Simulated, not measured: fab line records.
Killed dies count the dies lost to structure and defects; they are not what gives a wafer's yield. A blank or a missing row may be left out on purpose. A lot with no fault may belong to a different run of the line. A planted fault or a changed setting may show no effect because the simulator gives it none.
Chamber matching :: flow n5Finfet :: rieDiel-03 running N5_PMOS_HMC_CHANNEL_EPI_STRIP_33: 4 sister chambers
The step strips in N2/H2. 4 wafers are shown with their chamber, then 7 later ones without.

## WAFERS, EACH WITH ITS CHAMBER
wafer: L792.1
chamber: 1
drypumpMotorCurrentA (A): 6.4

wafer: L792.2
chamber: 3
drypumpMotorCurrentA (A): 5.0

wafer: L793.6
chamber: 0
drypumpMotorCurrentA (A): 6.0

wafer: L795.1
chamber: 2
drypumpMotorCurrentA (A): 5.4

## WAFERS WITHOUT THEIR CHAMBER
wafer: L795.4
drypumpMotorCurrentA (A): 6.0

wafer: L795.5
drypumpMotorCurrentA (A): 5.4

wafer: L797.1
drypumpMotorCurrentA (A): 5.4

wafer: L797.6
drypumpMotorCurrentA (A): 4.9

wafer: L801.1
drypumpMotorCurrentA (A): 4.9

wafer: L801.4
drypumpMotorCurrentA (A): 6.5

wafer: L801.6
drypumpMotorCurrentA (A): 4.9

## CHAMBER TAKEN BY EACH
wafer: L795.4
from the rows above: 0
in truth: 0

wafer: L795.5
from the rows above: 2
in truth: 2

wafer: L797.1
from the rows above: 2
in truth: 2

wafer: L797.6
from the rows above: 3
in truth: 3

wafer: L801.1
from the rows above: 3
in truth: 3

wafer: L801.4
from the rows above: 1
in truth: 1

wafer: L801.6
from the rows above: 3
in truth: 3
Placed correctly: 7 of 7. Number that these rows cannot place: 0. Number placed wrongly: 0.
How it was worked out, from the rows above alone: a wafer's distance from a chamber is the root of the sum, over the readings, of the square of ((its reading less the chamber's mean) divided by the reading's scatter). If the next closest chamber is less than 2 further off than the closest, the wafer can't be placed; otherwise it belongs to the closest. For every chamber, the mean is computed from those of its wafers that are shown. The scatter: with one shown wafer a chamber, the root of the mean of the squares of how far each hidden wafer lies from its nearest shown one.
